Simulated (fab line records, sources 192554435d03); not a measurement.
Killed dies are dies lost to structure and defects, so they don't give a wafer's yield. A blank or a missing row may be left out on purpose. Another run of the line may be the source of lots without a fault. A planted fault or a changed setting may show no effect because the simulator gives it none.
fab line records    flow n5Finfet    part 1 of 2: steps 1 to 22 of 35
[record] lots = 5  wafers = 15  lastDay = 18
route steps=1938 shown BEOL_M11@1537
lots that met no fault: taken from a fault-free run of the same line
startH: start of the lot's first displayed wafer, in hours after the record's first day    waitH: hours since the lot's step before    " as in the row above    L1.1+2: several wafers, shown together as one row    - no value, or no start was given    * or withheld: withheld    < > ~ a bound
route shown NAME@n: names a module that has steps shown in the file, with the first one's number in the route    usual: mean/standard deviation taken from wafers without a fault    same: alike in all rows    chamber/n: place in a boat    sites: per-site readings    _std_site: standard deviation of those values    _edge_site: outer sites' mean less inner sites'    radiusMm: how far each site lies from the wafer's centre    mask NAME#n: copy n    behind: tool/chamber where the wafer was last shaped    hold: cause of the lot's hold/its duration in hours/its outcome    device: transistor that didn't switch, given as n, p or np    end of line: the same wafers' tests at the end of the route    for a step that has no rows: nothing shown but its recipe    killed: at the first sort, the dies lost to defects and structure; wafer yield is something else    map: shows each die of a wafer: x if killed, . if not, _ if none is there
set.NAME: the setting as run; set.NAME@STEP: as run at that earlier step    model.NAME: the simulator's own value behind a step, which no gauge read
a table for each step, a row for each wafer; lots at some steps of the route
services: the hour from which a tool's chamber was out of use, counted from the record's first day as startH (under 0 if before that day), plus the number of hours and why
[[steps]]
[step N5_BEOL_M11_CURE_71]
[recipe] tempC = 385  timeS = 240  ambient = He/Ar  material = SiCOH_lowk
[usual] lampPowerPct = 52.32/0.054  wafer_temp_C_max = 386.7/0.63
lot.wafer  tool       chamber  startH  waitH  lampPowerPct  wafer_temp_C_max
L076.1     uvCure-02  1        243.51  0.0    52.37         386.6
L076.4     "          1        "       "      52.26         386.5
L076.5     "          1        "       "      52.39         385.9
L091.1     uvCure-01  0        312.32  0.0    52.25         386.7
L091.2     "          0        "       "      52.36         386.7
L091.3     "          0        "       "      52.26         386.4
L090.3     uvCure-01  2        322.60  0.4    52.25         385.8
L090.4     "          2        "       "      52.38         385.9
L090.5     "          2        "       "      52.25         386.4
L095.1     uvCure-02  1        356.27  0.0    52.37         386.4
L095.3     "          1        "       "      52.42         386.0
L095.6     "          1        "       "      52.33         386.6
L094.2     uvCure-03  0        372.98  0.1    52.45         386.5
L094.4     "          0        "       "      52.31         386.5
L094.5     "          0        "       "      52.33         386.5
[step N5_BEOL_M11_THK_MEAS_01]
[recipe] reads = SiCOH_lowk_of_BEOL_M11_ILD_DEP_00
[usual] M11_ILD_THK = 268/3.6
lot.wafer  tool          chamber  startH  waitH  M11_ILD_THK[nm]
L076.1     filmMetro-02  -        244.02  0.4    265
L076.4     "             -        "       "      269
L076.5     "             -        "       "      272
L091.1     filmMetro-02  -        312.83  0.4    262
L091.2     "             -        "       "      265
L091.3     "             -        "       "      269
L090.3     filmMetro-01  -        323.27  0.5    268
L090.4     "             -        "       "      272
L090.5     "             -        "       "      270
L095.1     filmMetro-02  -        356.78  0.4    266
L095.3     "             -        "       "      265
L095.6     "             -        "       "      270
L094.2     filmMetro-02  -        373.41  0.4    264
L094.4     "             -        "       "      273
L094.5     "             -        "       "      269
[step N5_BEOL_M11_PECVD_70]
[recipe] material = SiO2  targetThkA = 200  tempC = 400  precursor = TEOS/O2  pressureTorr = 5.5  rfW = 450  teosFlowSccm = 53.8  gas = O2  flowSccm = 3000  timeS = 22.7
[usual] chamberPressureTorr = 5.501/0.013  heaterPowerW = 730/130  showerheadPlenumPTorr = 8.80/0.053  throttleValvePct = 22.3/0.93
lot.wafer  tool      chamber  startH  waitH  chamberPressureTorr  heaterPowerW  showerheadPlenumPTorr  throttleValvePct
L076.1     pecvd-03  1        244.08  0.1    5.492                739           8.78                   22.2
L076.4     "         1        "       "      5.496                721           8.80                   22.3
L076.5     "         2        "       "      5.496                852           8.87                   20.8
L091.1     pecvd-01  2        312.87  0.0    5.483                765           8.82                   21.9
L091.2     "         0        "       "      5.524                763           8.75                   23.1
L091.3     "         1        "       "      5.504                546           8.68                   22.1
L090.3     pecvd-03  2        323.31  0.0    5.500                728           8.89                   20.9
L090.4     "         2        "       "      5.489                740           8.87                   21.0
L090.5     "         1        "       "      5.515                615           8.80                   22.1
L095.1     pecvd-03  1        356.81  0.0    5.505                693           8.80                   22.3
L095.3     "         0        "       "      5.539                588           8.74                   23.6
L095.6     "         2        "       "      5.491                820           8.89                   21.0
L094.2     pecvd-03  2        373.45  0.0    5.486                848           8.86                   20.7
L094.4     "         2        "       "      5.475                886           8.88                   21.3
L094.5     "         1        "       "      5.501                680           8.81                   22.2
[step N5_BEOL_M11_HM_DEP_02]
[recipe] material = TiN  targetThkA = 200  tempC = 25  chamberPressurePa = 0.49996
[usual] throttleValvePct = 30.0/1.5
lot.wafer  tool           chamber  startH  waitH  throttleValvePct
L076.1     pvdSputter-03  -        246.00  1.9    31.6
L076.4     "              -        "       "      27.9
L076.5     "              -        "       "      31.9
L091.1     pvdSputter-02  -        314.62  1.7    29.4
L091.2     "              -        "       "      32.7
L091.3     "              -        "       "      28.5
L090.3     pvdSputter-02  -        324.35  1.0    32.6
L090.4     "              -        "       "      29.0
L090.5     "              -        "       "      28.8
L095.1     pvdSputter-03  -        356.89  0.1    31.7
L095.3     "              -        "       "      28.6
L095.6     "              -        "       "      30.7
L094.2     pvdSputter-03  -        374.53  1.1    28.7
L094.4     "              -        "       "      31.5
L094.5     "              -        "       "      27.9
[step N5_BEOL_M11_COAT_59]
[recipe] resist = SOC  tempC = 250  timeS = 60  spinRpm = 1500  resistThkNm = 100
lot.wafer   tool           chamber  startH  waitH
L076.1+4+5  lithoTrack-05  0        246.13  0.1
L091.1+2+3  lithoTrack-01  0        314.75  0.1
L090.3+4+5  lithoTrack-02  0        324.48  0.1
L095.1+3+6  lithoTrack-01  0        357.02  0.1
L094.2+4+5  lithoTrack-01  0        374.66  0.1
[step N5_BEOL_M11_COAT_60]
[recipe] resist = SiARC  tempC = 220  timeS = 60  spinRpm = 1500  resistThkNm = 30
lot.wafer   tool           chamber  startH  waitH
L076.1+4+5  lithoTrack-05  0        -       -
L091.1+2+3  lithoTrack-01  0        -       -
L090.3+4+5  lithoTrack-02  0        -       -
L095.1+3+6  lithoTrack-01  0        -       -
L094.2+4+5  lithoTrack-01  0        -       -
[step N5_BEOL_M11_COAT_05]
[recipe] resist = CAR-ArF  spinRpm = 1500  resistThkNm = 90
lot.wafer   tool           chamber  startH  waitH
L076.1+4+5  lithoTrack-05  0        -       -
L091.1+2+3  lithoTrack-01  0        -       -
L090.3+4+5  lithoTrack-02  0        -       -
L095.1+3+6  lithoTrack-01  0        -       -
L094.2+4+5  lithoTrack-01  0        -       -
[step N5_BEOL_M11_EBR_07]
[recipe] solvent = PGMEA  ebrWidthMm = 1.5
[same] ebrWidthMm = 1.5
lot.wafer   tool           chamber  startH  waitH
L076.1+4+5  lithoTrack-05  0        -       -
L091.1+2+3  lithoTrack-01  0        -       -
L090.3+4+5  lithoTrack-02  0        -       -
L095.1+3+6  lithoTrack-01  0        -       -
L094.2+4+5  lithoTrack-01  0        -       -
[step N5_BEOL_M11_SOFTBAKE_06]
[recipe] tempC = 110  timeS = 60  resist = CAR-ArF
lot.wafer   tool           chamber  startH  waitH
L076.1+4+5  lithoTrack-05  0        -       -
L091.1+2+3  lithoTrack-01  0        -       -
L090.3+4+5  lithoTrack-02  0        -       -
L095.1+3+6  lithoTrack-01  0        -       -
L094.2+4+5  lithoTrack-01  0        -       -
[step N5_BEOL_M11_EXPOSE_08]
[recipe] maskId = M11  na = 1.35  sourceShape = dipole  sigmaInner = 0.411  sigmaOuter = 0.611  polarization = te  doseMj = 53.75
lot.wafer   tool            chamber  startH  waitH  mask
L076.1+4+5  arfiScanner-02  0        246.41  -      M11#0
L091.1+2+3  arfiScanner-02  0        314.99  -      M11#0
L090.3+4+5  arfiScanner-01  0        324.73  -      M11#0
L095.1+3+6  arfiScanner-02  0        357.13  -      M11#0
L094.2+4+5  arfiScanner-02  0        374.97  -      M11#0
[step N5_BEOL_M11_PEB_09]
[recipe] pebTempC = withheld  pebTimeS = 60  resist = CAR-ArF
lot.wafer   tool           chamber  startH  waitH
L076.1+4+5  lithoTrack-01  0        246.47  0.1
L091.1+2+3  lithoTrack-02  0        315.05  0.1
L090.3+4+5  lithoTrack-01  0        324.78  0.0
L095.1+3+6  lithoTrack-01  0        357.19  0.1
L094.2+4+5  lithoTrack-01  0        375.03  0.0
[step N5_BEOL_M11_DEVELOP_10]
[recipe] developTimeS = 30  developer = TMAH  resist = CAR-ArF  rinseLiquid = diw  dry = airSpin  devTempC = 23
[usual] developerTempC = 22.98/0.097
lot.wafer  tool           chamber  startH  waitH  developerTempC
L076.1     lithoTrack-01  0        -       -      22.96
L076.4     "              0        "       "      22.82
L076.5     "              0        "       "      22.95
L091.1     lithoTrack-02  0        -       -      22.95
L091.2     "              0        "       "      23.10
L091.3     "              0        "       "      23.16
L090.3     lithoTrack-01  0        -       -      22.90
L090.4     "              0        "       "      22.98
L090.5     "              0        "       "      22.91
L095.1     lithoTrack-01  0        -       -      23.03
L095.3     "              0        "       "      22.91
L095.6     "              0        "       "      22.86
L094.2     lithoTrack-01  0        -       -      22.93
L094.4     "              0        "       "      22.88
L094.5     "              0        "       "      22.95
[step N5_BEOL_M11_CD_MEAS_11]
[recipe] targetCdNm = 64.1  landingEnergyEv = 500  detector = seInlens  polarity = opening
[usual] cdNm = 63.6/0.47
lot.wafer  tool      chamber  startH  waitH  cdNm
L076.1     cdSem-02  0        246.54  -      64.1
L076.4     "         0        "       "      64.3
L076.5     "         0        "       "      63.4
L091.1     cdSem-03  0        315.11  -      64.2
L091.2     "         0        "       "      62.9
L091.3     "         0        "       "      63.4
L090.3     cdSem-01  0        324.85  -      63.0
L090.4     "         0        "       "      63.3
L090.5     "         0        "       "      63.8
L095.1     cdSem-01  0        357.26  -      63.9
L095.3     "         0        "       "      63.4
L095.6     "         0        "       "      63.8
L094.2     cdSem-01  0        375.09  -      63.6
L094.4     "         0        "       "      63.6
L094.5     "         0        "       "      62.8
[step N5_BEOL_M11_OVL_MEAS_12]
[recipe] pointsPerWafer = 44
[usual] M11_OVL = 0.0/0.77
lot.wafer  tool        chamber  startH  waitH  M11_OVL[nm]
L076.1     overlay-01  0        246.57  0.0    0.1
L076.4     "           0        "       "      -0.2
L076.5     "           0        "       "      0.3
L091.1     overlay-02  0        315.15  0.0    -0.2
L091.2     "           0        "       "      0.4
L091.3     "           0        "       "      -0.2
L090.3     overlay-02  0        324.88  0.0    0.1
L090.4     "           0        "       "      -1.4
L090.5     "           0        "       "      -0.3
L095.1     overlay-02  0        357.29  0.0    0.0
L095.3     "           0        "       "      -0.7
L095.6     "           0        "       "      0.8
L094.2     overlay-01  0        375.12  0.0    1.5
L094.4     "           0        "       "      1.2
L094.5     "           0        "       "      1.2
[step N5_BEOL_M11_INSPECT_13]
[recipe] mode = adi  inspectInstrument = brightfield
[usual] rawDefectCount = 427/130
lot.wafer  tool              chamber  startH  waitH  rawDefectCount
L076.1     defectInspect-02  -        246.59  0.0    427
L076.4     "                 -        "       "      366
L076.5     "                 -        "       "      447
L091.1     defectInspect-02  -        315.17  0.0    259
L091.2     "                 -        "       "      272
L091.3     "                 -        "       "      359
L090.3     defectInspect-02  -        324.90  0.0    397
L090.4     "                 -        "       "      429
L090.5     "                 -        "       "      557
L095.1     defectInspect-02  -        357.33  0.0    549
L095.3     "                 -        "       "      428
L095.6     "                 -        "       "      451
L094.2     defectInspect-02  -        375.15  0.0    260
L094.4     "                 -        "       "      337
L094.5     "                 -        "       "      361
[step N5_BEOL_M11_DESCUM_16]
[recipe] chemistry = O2  timeS = 7.9  sourcePowerW = 50  biasPowerW = 20  pressureMtorr = 20  rfFrequencyHz = 2.712e+07  tempC = 40  resist = CAR-ArF  o2FlowSccm = 225
[usual] drypumpMotorCurrentA = 5.8/0.47  oesProductAu = 0.77/0.077  rfVppV = 243.5/1.3  showerheadPlenumPTorr = 2.11/0.067  throttleValvePct = 20.4/0.36
lot.wafer  tool        chamber  startH  waitH  drypumpMotorCurrentA  oesProductAu  rfHoursCounterH  rfVppV  showerheadPlenumPTorr  throttleValvePct
L076.1     rieDiel-03  2        246.63  0.0    5.0                   0.78          122              244.0   2.11                   20.6
L076.4     "           0        "       "      5.9                   0.74          181              242.3   2.08                   20.5
L076.5     "           0        "       "      5.9                   0.74          -                243.5   2.08                   20.5
L091.1     rieDiel-02  3        315.69  0.5    6.6                   0.85          73               245.3   2.20                   20.3
L091.2     "           1        "       "      5.4                   0.80          108              242.3   2.08                   20.0
L091.3     "           0        "       "      5.1                   0.68          242              243.1   2.05                   20.9
L090.3     rieDiel-02  1        324.95  0.0    5.4                   0.79          112              243.0   2.08                   20.0
L090.4     "           2        "       "      6.6                   0.83          72               244.0   2.10                   19.8
L090.5     "           2        "       "      6.6                   0.82          -                245.0   2.10                   19.8
L095.1     rieDiel-04  1        357.36  0.0    6.3                   0.70          231              243.8   2.15                   20.1
L095.3     "           3        "       "      5.7                   0.91          39               244.5   2.14                   19.9
L095.6     "           2        "       "      5.7                   0.70          -                243.7   2.18                   20.9
L094.2     rieDiel-04  3        375.18  0.0    5.7                   0.91          42               244.0   2.14                   20.0
L094.4     "           2        "       "      5.8                   0.69          203              244.8   2.18                   20.9
L094.5     "           1        "       "      6.3                   0.71          -                243.8   2.15                   20.1
[step N5_BEOL_M11_ETCH_61]
[recipe] chemistry = CF4  target = SiARC  targetDepthA = 390  maskMaterial = CAR-ArF  timeS = 65  ionEnergyEv = 80  pressureMtorr = 40  sourceW = 545  biasW = 36  Ar_flow_sccm = 100  cf4FlowSccm = 100  ends = cleared
[usual] drypumpMotorCurrentA = 5.8/0.47  etchRfOnTimeS = 65.3/1.6  oesProductAu = 0.66/0.07  rfVppV = 184.4/0.97  showerheadPlenumPTorr = 2.16/0.063  throttleValvePct = 15.6/0.32
lot.wafer  tool        chamber  startH  waitH  drypumpMotorCurrentA  etchRfOnTimeS  oesProductAu  rfHoursCounterH  rfVppV  showerheadPlenumPTorr  throttleValvePct
L076.1     rieDiel-03  2        246.66  0.0    5.0                   66.9           0.67          122              183.9   2.15                   15.8
L076.4     "           0        "       "      5.9                   67.7           0.62          181              183.8   2.14                   15.7
L076.5     "           0        "       "      5.9                   66.9           0.63          -                183.9   2.14                   15.7
L091.1     rieDiel-02  3        315.72  0.0    6.5                   63.9           0.73          73               186.4   2.25                   15.5
L091.2     "           1        "       "      5.4                   63.6           0.68          108              183.7   2.15                   15.3
L091.3     "           0        "       "      5.1                   65.0           0.57          242              184.1   2.10                   16.0
L090.3     rieDiel-02  1        324.98  0.0    5.4                   64.1           0.68          112              182.9   2.15                   15.3
L090.4     "           2        "       "      6.6                   64.5           0.70          72               183.6   2.17                   15.2
L090.5     "           2        "       "      6.6                   64.4           0.71          -                184.8   2.17                   15.2
L095.1     rieDiel-04  1        357.40  0.0    6.3                   67.0           0.59          231              184.7   2.20                   15.5
L095.3     "           3        "       "      5.7                   61.3           0.79          39               184.0   2.17                   15.1
L095.6     "           2        "       "      5.7                   65.4           0.59          -                184.1   2.21                   16.0
L094.2     rieDiel-04  3        375.22  0.0    5.7                   61.4           0.80          42               184.3   2.17                   15.1
L094.4     "           2        "       "      5.7                   65.0           0.59          203              185.5   2.21                   16.0
L094.5     "           1        "       "      6.3                   66.4           0.60          -                184.1   2.20                   15.5
[step N5_BEOL_M11_ETCH_62]
[recipe] chemistry = N2/H2  target = SOC  targetDepthA = 1100  overetchA = 220  maskMaterial = SiARC  tempC = 40  timeS = 165  ionEnergyEv = 200  pressureMtorr = 30  sourceW = 840  biasW = 150  n2FlowSccm = 200  h2FlowSccm = 200
[usual] drypumpMotorCurrentA = 5.8/0.47  h2FlowSccm = 200.0/0.59  oesProductAu = 0.65/0.061  rfVppV = 524.6/2.3  showerheadPlenumPTorr = 2.57/0.083  throttleValvePct = 17.81/0.26
lot.wafer  tool        chamber  startH  waitH  drypumpMotorCurrentA  h2FlowSccm  oesProductAu  rfHoursCounterH  rfVppV  showerheadPlenumPTorr  throttleValvePct
L076.1     rieDiel-03  2        246.71  0.0    5.0                   199.8       0.67          122              524.0   2.54                   17.84
L076.4     "           0        "       "      5.9                   199.8       0.64          181              523.8   2.53                   17.91
L076.5     "           0        "       "      5.9                   200.0       0.63          -                523.7   2.53                   17.93
L091.1     rieDiel-02  3        315.77  0.0    6.6                   200.5       0.71          73               527.9   2.69                   17.76
L091.2     "           1        "       "      5.4                   200.1       0.67          108              524.3   2.56                   17.55
L091.3     "           0        "       "      5.1                   200.2       0.57          242              522.4   2.50                   18.25
L090.3     rieDiel-02  1        325.03  0.0    5.4                   200.5       0.67          112              524.1   2.56                   17.55
L090.4     "           2        "       "      6.6                   199.7       0.70          72               524.5   2.59                   17.59
L090.5     "           2        "       "      6.6                   200.8       0.69          -                524.6   2.59                   17.57
L095.1     rieDiel-04  1        357.45  0.0    6.3                   199.6       0.61          231              525.3   2.62                   17.61
L095.3     "           3        "       "      5.7                   201.1       0.77          39               524.3   2.61                   17.35
L095.6     "           2        "       "      5.7                   200.2       0.60          -                525.7   2.61                   18.12
L094.2     rieDiel-04  3        375.27  0.0    5.7                   199.9       0.76          42               523.5   2.61                   17.37
L094.4     "           2        "       "      5.7                   200.4       0.59          203              527.8   2.61                   18.12
L094.5     "           1        "       "      6.3                   198.7       0.60          -                526.3   2.62                   17.64
[step N5_BEOL_M11_STRIP_68]
[recipe] chemistry = N2/H2  tempC = 40  n2FlowSccm = 200  h2FlowSccm = 200  rfFrequencyHz = 6e+07
lot.wafer   tool        chamber  startH  waitH
L076.1+4+5  rieDiel-03  2,0,0    246.85  0.1
L091.1+2+3  rieDiel-02  3,1,0    315.91  0.1
L090.3+4+5  rieDiel-02  1,2,2    325.17  0.1
L095.1+3+6  rieDiel-04  1,3,2    357.58  0.1
L094.2+4+5  rieDiel-04  3,2,1    375.40  0.1
[step N5_BEOL_M11_STRIP_67]
[recipe] chemistry = CF4  resist = SiARC  powerW = 300  biasPowerW = 75  pressureMtorr = 50  cf4FlowSccm = 150  rfFrequencyHz = 6e+07
[usual] drypumpMotorCurrentA = 5.8/0.47  oesProductAu = 0.77/0.072  rfVppV = 271.6/1.6  showerheadPlenumPTorr = 1.81/0.052  throttleValvePct = 13.6/0.32
lot.wafer  tool        chamber  startH  waitH  drypumpMotorCurrentA  oesProductAu  rfHoursCounterH  rfVppV  showerheadPlenumPTorr  throttleValvePct
L076.1     rieDiel-03  2        246.86  0.0    5.0                   0.79          122              270.1   1.80                   13.7
L076.4     "           0        "       "      5.9                   0.74          181              270.1   1.79                   13.7
L076.5     "           0        "       "      5.9                   0.75          -                269.3   1.79                   13.7
L091.1     rieDiel-02  3        315.92  0.0    6.6                   0.85          73               273.7   1.88                   13.5
L091.2     "           1        "       "      5.4                   0.79          108              270.7   1.80                   13.3
L091.3     "           0        "       "      5.1                   0.67          242              269.8   1.75                   14.0
L090.3     rieDiel-02  1        325.18  0.0    5.4                   0.78          112              271.0   1.80                   13.3
L090.4     "           2        "       "      6.6                   0.83          72               271.7   1.83                   13.2
L090.5     "           2        "       "      6.6                   0.82          -                271.8   1.83                   13.2
L095.1     rieDiel-04  1        357.59  0.0    6.3                   0.71          232              272.4   1.84                   13.5
L095.3     "           3        "       "      5.8                   0.90          39               271.8   1.83                   13.1
L095.6     "           2        "       "      5.7                   0.70          -                271.0   1.85                   14.0
L094.2     rieDiel-04  3        375.41  0.0    5.7                   0.90          42               270.8   1.83                   13.1
L094.4     "           2        "       "      5.7                   0.69          203              272.6   1.85                   14.0
L094.5     "           1        "       "      6.3                   0.71          -                272.9   1.84                   13.5
[step N5_BEOL_M11_HM_OPEN_17]
[recipe] chemistry = Cl2/BCl3  targetDepthA = 200  overetchA = 60  target = TiN  maskMaterial = SOC  ionEnergyEv = 150  pressureMtorr = 10  icpW = 1000  biasW = 126  Cl2_flow_sccm = 53.25  bcl3FlowSccm = 21.75  Ar_flow_sccm = 25
[usual] drypumpMotorCurrentA = 5.3/0.34  oesProductAu = 0.70/0.084  throttleValvePct = 22.2/0.33
lot.wafer  tool         chamber  startH  waitH  drypumpMotorCurrentA  oesProductAu  rfHoursCounterH  throttleValvePct
L076.1     rieMetal-02  1        246.90  0.0    5.0                   0.79          10               22.4
L076.4     "            0        "       "      5.6                   0.72          -                21.6
L076.5     "            1        "       "      5.0                   0.78          -                22.4
L091.1     rieMetal-01  1        315.96  0.0    5.2                   0.67          33               22.0
L091.2     "            1        "       "      5.2                   0.67          -                21.9
L091.3     "            1        "       "      5.2                   0.67          -                22.0
L090.3     rieMetal-03  1        325.25  0.1    4.9                   0.76          -                22.6
L090.4     "            0        "       "      5.4                   0.60          -                22.5
L090.5     "            0        "       "      5.4                   0.60          -                22.5
L095.1     rieMetal-01  0        357.63  0.0    5.8                   0.82          3                22.2
L095.3     "            0        "       "      5.9                   0.82          -                22.2
L095.6     "            0        "       "      5.8                   0.83          -                22.2
L094.2     rieMetal-01  0        375.49  0.1    5.9                   0.80          5                22.3
L094.4     "            1        "       "      5.2                   0.66          -                22.0
L094.5     "            0        "       "      5.8                   0.81          -                22.2
[step N5_BEOL_M11_STRIP_19]
[recipe] chemistry = O2  powerW = 400  tempC = 40  pressureMtorr = 30  rfFrequencyHz = 6e+07  biasPowerW = 0  overashFraction = 0.2  o2FlowSccm = 225
[usual] drypumpMotorCurrentA = 5.8/0.44  oesProductAu = 0.77/0.076  rfVppV = 3.7/0.57  showerheadPlenumPTorr = 2.12/0.067  throttleValvePct = 16.7/0.34
lot.wafer  tool        chamber  startH  waitH  drypumpMotorCurrentA  oesProductAu  rfHoursCounterH  rfVppV  showerheadPlenumPTorr  throttleValvePct
L076.1     rieDiel-03  1        247.01  0.1    6.0                   0.72          189              3.6     2.00                   16.9
L076.4     "           3        "       "      5.6                   0.85          54               3.9     2.22                   16.4
L076.5     "           0        "       "      5.9                   0.74          -                3.7     2.09                   16.8
L091.1     rieDiel-03  1        316.18  0.2    6.0                   0.71          211              3.3     1.99                   16.9
L091.2     "           0        "       "      6.0                   0.73          203              4.7     2.08                   16.8
L091.3     "           2        "       "      5.0                   0.76          144              3.8     2.11                   16.9
L090.3     rieDiel-03  3        325.33  0.1    5.6                   0.81          80               3.9     2.22                   16.5
L090.4     "           2        "       "      5.0                   0.77          148              4.8     2.11                   16.9
L090.5     "           2        "       "      5.0                   0.76          -                3.4     2.11                   16.9
L095.1     rieDiel-02  0        357.74  0.1    5.1                   0.97          3                3.5     2.05                   16.6
L095.3     "           3        "       "      6.5                   0.83          88               3.2     2.20                   16.6
L095.6     "           1        "       "      5.4                   0.79          -                3.4     2.08                   16.3
L094.2     rieDiel-04  1        375.62  0.1    6.3                   0.69          236              3.5     2.15                   16.5
L094.4     "           0        "       "      5.6                   0.68          231              4.1     2.07                   17.1
L094.5     "           1        "       "      6.3                   0.70          -                3.8     2.15                   16.5
